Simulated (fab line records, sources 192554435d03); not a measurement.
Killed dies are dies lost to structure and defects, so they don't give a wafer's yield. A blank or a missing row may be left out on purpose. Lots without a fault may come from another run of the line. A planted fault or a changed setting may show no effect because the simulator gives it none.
Chamber matching | flow n5_finfet | N5_BEOL_M5_ALD_86 on ald_metal-02: 4 sister chambers
The step deposits TaN, pulse time 2 s, purge time 3 s, co reactant purge time 2 s. 4 wafers are shown with their chamber, then 7 later ones without.

WAFERS WITH THEIR CHAMBER
wafer  | chamber | heater_power_w (W)
L080.3 | 3       | 428
L084.3 | 1       | 380
L086.1 | 0       | 429
L086.2 | 2       | 356

WAFERS WITHOUT THEIR CHAMBER
wafer  | heater_power_w (W)
L086.4 | 436
L088.1 | 429
L088.3 | 428
L088.4 | 360
L090.2 | 426
L090.4 | 438
L090.5 | 372

WHICH CHAMBER EACH WENT THROUGH
wafer  | from the rows above     | in truth
L086.4 | can't be placed: 0 or 3 | 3
L088.1 | can't be placed: 0 or 3 | 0
L088.3 | can't be placed: 3 or 0 | 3
L088.4 | 2                       | 2
L090.2 | can't be placed: 3 or 0 | 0
L090.4 | can't be placed: 0 or 3 | 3
L090.5 | can't be placed: 1 or 2 | 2
Placed correctly: 1 of 7. Can't be placed from these rows: 6 (the true chamber is among the candidates in 6). Placed wrongly: 0.
How it was worked out, from the rows above alone: a wafer's distance from a chamber is the root of the sum, over the readings, of the square of ((its reading less the chamber's mean) divided by the reading's scatter). The wafer belongs to the nearest chamber; if the next one is less than 2 further off, it can't be placed. A chamber's mean is the mean of its shown wafers. The scatter: with one shown wafer a chamber, the root of the mean of the squares of how far each hidden wafer lies from its nearest shown one.
